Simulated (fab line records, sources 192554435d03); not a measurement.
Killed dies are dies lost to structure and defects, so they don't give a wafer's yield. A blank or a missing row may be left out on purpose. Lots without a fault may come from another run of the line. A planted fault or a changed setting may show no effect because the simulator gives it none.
fab line records | flow n5_finfet
record lots=4 wafers=11 last_day=17
route steps=1938 shown BEOL_M15@1803 PASS1_DEP@1831 MIM_BOT@1832 MIM_TOP@1834 MIM_TOP_LITHO@1839 PASSIVATION@1936
lots that met no fault: from a run of the same line without faults
start_h: hours from the record's first day to the start of the lot's first wafer shown | wait_h: hours since the lot's step before | " the same as in the row above | L1.1+2: a row that stands for several wafers | - no value, or no start given | * or withheld: withheld | < > ~ a bound
route shown NAME@n: a module of which the file shows steps, and the number in the route of the first | usual: mean/standard deviation of fault-free wafers | same: alike in all rows | chamber/n: place in a boat | sites: the reading at each site | _std_site: their standard deviation | _edge_site: outer sites' mean less inner sites' | radius_mm: how far each site lies from the wafer's centre | mask NAME#n: copy n | behind: the tool/chamber that last shaped the wafer | hold: why the lot was held/for how many hours/how that ended | device: the transistor (n, p or np) that didn't switch | end of line: the same wafers' tests at the end of the route | a step without rows: its recipe alone | killed: dies lost to structure and defects at the first sort, not the wafer's yield | map: a wafer's dies, x killed, . not, _ none there
set.NAME: the setting as run; set.NAME@STEP: as run at that earlier step | model.NAME: the simulator's own value behind a step, which no gauge read
lots at some steps of the route; a table a step, a row a wafer
services: from which hour (start_h, from the record's first day; less than 0 if before it) a tool's chamber was out of use, for how many hours, and why
## steps
# step N5_BEOL_M15_HARDBAKE_32
# recipe temp_c=130 time_s=120
# step N5_BEOL_M15_DESCUM_33
# recipe chemistry=O2 time_s=7.9 source_power_w=50 bias_power_w=20 pressure_mtorr=20 rf_frequency_hz=2.712e+07 temp_c=40 o2_flow_sccm=225
# step N5_BEOL_M15_ETCH_61
# recipe chemistry=N2/H2 target=BARC target_depth_a=890 overetch_a=267 time_s=67.9 ion_energy_ev=200 pressure_mtorr=30 source_w=840 bias_w=150 n2_flow_sccm=200 h2_flow_sccm=200
# step N5_BEOL_M15_TRENCH_ETCH_34
# recipe chemistry=C4F8/O2/Ar target=SiO2 target_depth_a=8729.3 he_inner_torr=15 he_outer_torr=30 time_s=199 ion_energy_ev=800 pressure_mtorr=20 source_w=1905 bias_w=2040 Ar_flow_sccm=400 C4F8_flow_sccm=16 O2_flow_sccm=12
# step N5_BEOL_M15_STRIP_36
# recipe chemistry=O2 power_w=600 temp_c=60 pressure_mtorr=30 rf_frequency_hz=6e+07 bias_power_w=0 overash_fraction=0.3 o2_flow_sccm=225
# step N5_BEOL_M15_STRIP_62
# recipe chemistry=O2 power_w=600 temp_c=60 pressure_mtorr=30 rf_frequency_hz=6e+07 bias_power_w=0 overash_fraction=0.3 o2_flow_sccm=225
# step N5_BEOL_M15_STRIP_37
# recipe chemistry=O2 power_w=600 temp_c=60 pressure_mtorr=30 rf_frequency_hz=6e+07 bias_power_w=0 overash_fraction=0.3 o2_flow_sccm=225
# step N5_BEOL_M15_ETCH_38
# recipe chemistry=CF4/N2 target=SiCN target_depth_a=1064 taper_deg=2 time_s=120.5 ion_energy_ev=150 mask_material=SiO2 pressure_mtorr=40 source_w=430 bias_w=70 Ar_flow_sccm=100 cf4_flow_sccm=60 n2_flow_sccm=60
# step N5_BEOL_M15_PRECLEAN_39
# recipe chemistry=residue_remover time_s=60 temp_c=40
# usual bath_guard_temp_C=39.8/0.44
# columns lot.wafer tool chamber start_h wait_h bath_guard_temp_C
L280.1 wet_bench-05 3 264.17 - 40.0
L280.2 " 2 " " 39.1
L280.4 " 7 " " 39.6
L286.4 wet_bench-05 4 299.27 - 40.0
L286.5 " 3 " " 40.0
L286.6 " 2 " " 39.3
L288.1 wet_bench-05 0 310.97 - 39.8
L288.5 " 1 " " 39.4
L288.6 " 6 " " 40.1
L297.4 wet_bench-06 6 381.97 - 40.6
L297.6 " 3 " " 39.7
# step N5_BEOL_M15_SRD_40
# recipe time_s=30 temp_c=23 rinse_liquid=diw dry=n2_spin spin_rpm=1500 dry_time_s=30
# step N5_BEOL_M15_DEGAS_41
# recipe ambient=vacuum temp_c=300 time_s=60
# step N5_BEOL_M15_PRE_CLEAN_42
# recipe gas=H2/He time_s=30 temp_c=300
# step N5_BEOL_M15_SPUTTER_43
# recipe material=TaN target_thk_a=150 temp_c=50 bias_v=168.6 power_w=15000 chamber_pressure_pa=0.12 time_s=24.19
# step N5_BEOL_M15_SPUTTER_44
# recipe material=Ta target_thk_a=150 temp_c=50 bias_v=80 power_w=15000 chamber_pressure_pa=0.07 time_s=24.19
# step N5_BEOL_M15_SPUTTER_45
# recipe material=Cu target_thk_a=1000 temp_c=-20 bias_v=60 power_w=26000 chamber_pressure_pa=0.13 time_s=16.67
# step N5_BEOL_M15_ECD_47
# recipe material=Cu target_thk_a=18600
# step N5_BEOL_M15_ANNEAL_48
# recipe temp_c=225 time_s=90 ambient=N2
# step N5_BEOL_M15_CMP_49
# recipe stop_on=SiO2 t_overpolish_s=4.9 down_force_psi=2 platen_rpm=80 clearing_platen_down_force_psi=2 clearing_platen_rpm=80 post_cmp_clean=cu_alkaline target_thk_nm=850 clearing_platen_pad_velocity_m_s=1.5917 pad_velocity_m_s=1.5917
# step N5_BEOL_M15_PRE_CLEAN_52
# recipe gas=NH3 time_s=15 temp_c=withheld rf_power_w=300
# step N5_BEOL_M15_DEP_53
# recipe material=SiCN target_thk_a=500 temp_c=withheld precursor=3MS/NH3 pressure_torr=3 rf_w=675 time_s=17.8
# step N5_PASSIVATION_PECVD_00
# recipe material=SiO2 target_thk_a=2000 temp_c=400 precursor=SiH4/N2O pressure_torr=2.7 rf_w=608 time_s=11.2
# step N5_MIM_BOT_DEGAS_01
# recipe ambient=vacuum temp_c=300 time_s=60
# step N5_MIM_BOT_SPUTTER_00
# recipe material=TiN target_thk_a=350 temp_c=200 power_w=3000 chamber_pressure_pa=0.49996 gas=Ar reactive_partial_pa=0.37997 time_s=89.7
# step N5_MIM_TOP_ALD_00
# recipe material=Al2O3 target_thk_a=* temp_c=withheld ald_precursor_family=TMA ald_co_reactant=O3 pulse_time_s=withheld purge_time_s=3 co_reactant_purge_time_s=withheld co_reactant_pulse_time_s=3 ald_cycles=withheld
# step N5_MIM_TOP_ALD_01
# recipe material=HfO2 target_thk_a=56 temp_c=withheld ald_precursor_family=Hf-amide ald_co_reactant=O3 pulse_time_s=1 purge_time_s=3 co_reactant_purge_time_s=2 co_reactant_pulse_time_s=3 ald_cycles=62
# step N5_MIM_TOP_ALD_02
# recipe material=Al2O3 target_thk_a=* temp_c=withheld ald_precursor_family=TMA ald_co_reactant=O3 pulse_time_s=withheld purge_time_s=3 co_reactant_purge_time_s=withheld co_reactant_pulse_time_s=3 ald_cycles=withheld
# step N5_MIM_TOP_DEGAS_04
# recipe ambient=vacuum temp_c=300 time_s=60
# step N5_MIM_TOP_SPUTTER_03
# recipe material=TiN target_thk_a=350 temp_c=200 power_w=3000 chamber_pressure_pa=0.49996 gas=Ar reactive_partial_pa=0.37997 time_s=89.7
# step N5_MIM_TOP_LITHO_HMDS_01
# recipe time_s=60 temp_c=120
# step N5_MIM_TOP_LITHO_COAT_02
# recipe spin_rpm=* resist_thk_nm=*
# step N5_MIM_TOP_LITHO_EBR_04
# recipe solvent=PGMEA ebr_width_mm=1.5
# step N5_MIM_TOP_LITHO_SOFTBAKE_03
# recipe temp_c=100 time_s=90
# step N5_MIM_TOP_LITHO_EXPOSE_05
# recipe mask_id=MIM_TOP na=0.55 source_shape=conventional sigma_outer=0.8 polarization=unpolarized target_cd_nm=2000 dose_mj=20.5
# step N5_MIM_TOP_LITHO_PEB_06
# recipe peb_temp_c=withheld peb_time_s=*
# step N5_PASSIVATION_PROBE_49
# usual defect_limited_yield=91.1/1.6 killed_at_M0_to_M3=35/11 killed_at_M4_up=13/5.4 killed_at_contacts=13/6.5 killed_at_front_end=40/14 killed_at_other=4/3.1 killed_dies=105/18 killed_on_rim=14/4.1 killed_open=69/14 killed_short=34/7.3 sort_bin_5_function=5.2/0.96 sort_bin_6_memory=3.4/0.77 sort_n_pass=1075/19 sort_yield_pct=91.1/1.6
# same gross_dies=1180 killed_at_back_side=0 sort_bin_4_leakage[%]=0 sort_bin_8_speed[%]=0
# columns lot.wafer tool chamber start_h wait_h defect_limited_yield[%] killed_at_M0_to_M3 killed_at_M4_up killed_at_contacts killed_at_front_end killed_at_other killed_dies killed_on_rim killed_open killed_short sort_bin_5_function[%] sort_bin_6_memory[%] sort_n_pass sort_yield_pct[%]
L280.1 prober-01 - 281.59 0.0 93.2 29 12 3 34 2 80 12 49 30 3.8 2.7 1100 93.2
L280.2 prober-01 - 281.64 0.1 90.8 29 18 13 41 7 108 13 64 42 5.6 3.4 1072 90.8
L280.4 prober-01 - 281.74 0.2 93.1 37 7 8 26 4 82 6 52 29 4.6 2.2 1098 93.1
L286.4 prober-02 - 313.66 0.2 82.6 27 123 10 38 7 205 15 55 22 11.2 3.7 975 82.6
L286.5 prober-02 - 313.71 0.2 83.6 34 88 14 51 6 193 38 66 32 8.6 4.9 987 83.6
L286.6 prober-02 - 313.76 0.3 84.2 25 75 12 68 7 187 27 85 33 9.7 4.3 993 84.2
L288.1 prober-01 - 328.49 0.0 85.9 35 75 17 39 0 166 33 67 31 8.8 3.6 1014 85.9
L288.5 prober-01 - 328.69 0.2 82.5 24 135 10 38 0 207 14 47 34 11.2 4.5 973 82.5
L288.6 prober-01 - 328.74 0.3 83.4 35 123 8 27 3 196 28 69 24 10.3 4.6 984 83.4
# killed by level:class
L280.1 BEOL_M0_SAQP:geometric_particle:short=9 FIN_SAQP:geometric_particle:open=7 GATE_CUT:geometric_particle:short=7 BEOL_M0_SAQP:geometric_particle:open=7 FIN_SAQP:geometric_particle:short=6 BEOL_M2:geometric_particle:open=6 BEOL_M3:geometric_particle:open=4 BEOL_M4:geometric_particle:open=4
L280.2 MOL_CONTACT_COAG:geometric_particle:open=10 FIN_SAQP:geometric_particle:open=9 FIN_SAQP:geometric_particle:short=6 BEOL_M3:geometric_particle:open=6 BEOL_M0_SAQP:geometric_particle:short=6 ILD0:geometric_particle:short=5 STI_FIN_REVEAL:geometric_particle:open=4 BEOL_M2:geometric_particle:open=4
L280.4 BEOL_M0_SAQP:geometric_particle:short=11 BEOL_M0_SAQP:geometric_particle:open=8 MOL_CONTACT_COAG:geometric_particle:open=7 BEOL_M3:geometric_particle:open=6 DUMMY_GATE:geometric_particle:open=5 BEOL_M1:geometric_particle:open=5 ILD0:geometric_particle:open=4 BEOL_M2:geometric_particle:open=4
L286.4 BEOL_M15:unspecified=118 MOL_CONTACT_COAG:geometric_particle:open=9 HKMG_FIN:area_etch=8 FIN_SAQP:geometric_particle:open=6 BEOL_M1:geometric_particle:open=6 BEOL_M0_SAQP:geometric_particle:open=6 STI_FIN_REVEAL:geometric_particle:open=5 BEOL_M0_SAQP:geometric_particle:short=5
L286.5 BEOL_M15:unspecified=83 FIN_SAQP:geometric_particle:open=12 HKMG_FIN:area_etch=11 MOL_CONTACT_COAG:geometric_particle:open=9 BEOL_M1:geometric_particle:open=9 BEOL_M3:geometric_particle:open=8 STI_FIN_REVEAL:geometric_particle:open=7 FIN_SAQP:geometric_particle:short=6
L286.6 BEOL_M15:unspecified=68 FIN_SAQP:geometric_particle:open=23 STI_FIN_REVEAL:geometric_particle:open=11 FIN_SAQP:geometric_particle:short=10 MOL_CONTACT_COAG:geometric_particle:open=10 BEOL_M3:geometric_particle:open=8 BEOL_M1:geometric_particle:open=7 GATE_CUT:geometric_particle:open=6
L288.1 BEOL_M15:unspecified=66 MOL_CONTACT_COAG:geometric_particle:open=13 BEOL_M0_SAQP:geometric_particle:open=10 BEOL_M2:geometric_particle:open=8 BEOL_M0_SAQP:geometric_particle:short=7 FIN_SAQP:geometric_particle:short=5 FIN_SAQP:geometric_particle:open=5 MOL_CONTACT_COAG:geometric_particle:short=4
L288.5 BEOL_M15:unspecified=125 GATE_CUT:geometric_particle:short=11 FIN_SAQP:geometric_particle:open=9 GATE_CUT:geometric_particle:open=5 MOL_CONTACT_COAG:geometric_particle:open=5 MOL_CONTACT_COAG:geometric_particle:short=5 BEOL_M4:geometric_particle:open=4 DUMMY_GATE:geometric_particle:open=3
L288.6 BEOL_M15:unspecified=102 BEOL_M3:geometric_particle:open=11 BEOL_M4:geometric_particle:open=11 BEOL_M0_SAQP:geometric_particle:open=9 BEOL_M0_SAQP:geometric_particle:short=7 FIN_SAQP:geometric_particle:open=6 STI_FIN_REVEAL:geometric_particle:open=5 MOL_CONTACT_COAG:geometric_particle:open=5
# map L286.4 (x killed, . not)
_________________............________________
______________.................._____________
___________x...........x..x...x.x..__________
__________.........x................_________
________...x....................x...x._______
_______.............................x.x______
______.............x........x.....x.x..._____
_____............................x.......____
____...x.......x....xx.x..........x......x___
___.....x.........x......x.........x.......__
___.........................x..............__
__.........................x.x....x....x...._
__.............x.........x...............x.._
_x............x.x....x.......xx...x..........
_........x.x.x..xxxxx...x....................
_..........xxxxxxxxx.x.........x....x........
_x.x........xxxxxxxxxx.......................
_....x......xxxxxxxxx.x.......x..............
_..........xxxxxxxxxxxxx............x........
_.......xxxxxxxxxxxxxxx....................x.
_.........xxxxxxxxxxxx.x.....................
__.x......x.xxxxxxxxxxxxx.........x........._
__....x.x.x.xxxxxxxxx.xx.................x.._
___..........xxxxx.xxx........x....x.......__
___......x..xxx.x.x......x.................__
____.x......x.x...........................___
_____.............x......................____
______........x...............xx........_____
_______.........x.x.........x...x....xx______
________.........x..x......x.........._______
__________x.x.....xx................_________
___________.............x...x....x.__________
______________..x........x......_____________
_________________....x......x________________
# map L288.5 (x killed, . not)
_________________.x..........________________
______________............x....._____________
___________xx......................__________
__________.x...x.................x.._________
________..............x..............._______
_______x.............................xx______
______...........x......................_____
_____.....x............x...........x.....____
____x...............x.......x..x......x...___
___........x...............................__
___...x..........................x.......x.__
__.....xx........x...............x.........._
__.x.............x....x....x................_
_..........................x....x.....x......
_....x...x................x..................
_............................................
_...........x......x............x..x...x...x.
_...xx.......x...........x.xxx...............
_...x..x..........xx.xxxxxx.xx.x.......x.....
_..........x...x....x.x.xxxxxxxxx............
_.......xxx........xx.xxxxxxxxxx.............
__...x..............xx.xxxxxxxxxx..........._
__.x...x............xxxxxxxxxxxxxx......x..._
___...x.............xxxxxxxxxxxxxx.........__
___................x.xxxxxxxxxxx..x....x...__
____x..............x.xxxxxxxxxxxx.........___
_____.x...x.x.........xxxxxxxxxx.x.x.....____
______................xxxxxx.x.xx......._____
_______....x.......x....xxx..x..xx..x..______
________x................x....xx......_______
__________......x..................._________
___________........................__________
______________...x.x.........x.._____________
_________________............________________
## services
# columns tool chamber start_h hours kind
wet_bench-05 - 242.48 1.8 repair
## key
first_sign step=N5_PASSIVATION_PROBE_49 reading=killed_at_M4_up direction=up sigmas=17 usual=13 struck=103
effect step=N5_PASSIVATION_PROBE_49 reading=defect_limited_yield direction=down sigmas=4.7 usual=91.1 struck=83.7
more_kills_born_at N5_BEOL_M15_PRECLEAN_39@wet_bench-05=562
met_at N5_BEOL_M15_PRECLEAN_39
struck_wafers L286.4,L286.5,L286.6,L288.1,L288.5,L288.6
baseline_loss step=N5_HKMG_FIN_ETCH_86 wafers=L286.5
onset_between 264.17 299.27
fault kind=chamber_particle_source tool=wet_bench-05 chamber=- onset_h=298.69 steps=N5_BEOL_M15_PRECLEAN_39 rate_per_visit_cm2=0.71529 end_h=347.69
# baseline_loss: these wafers lose ten dies or more at that step, a loss of the line's own and not of a fault; the sort's usual values leave them out
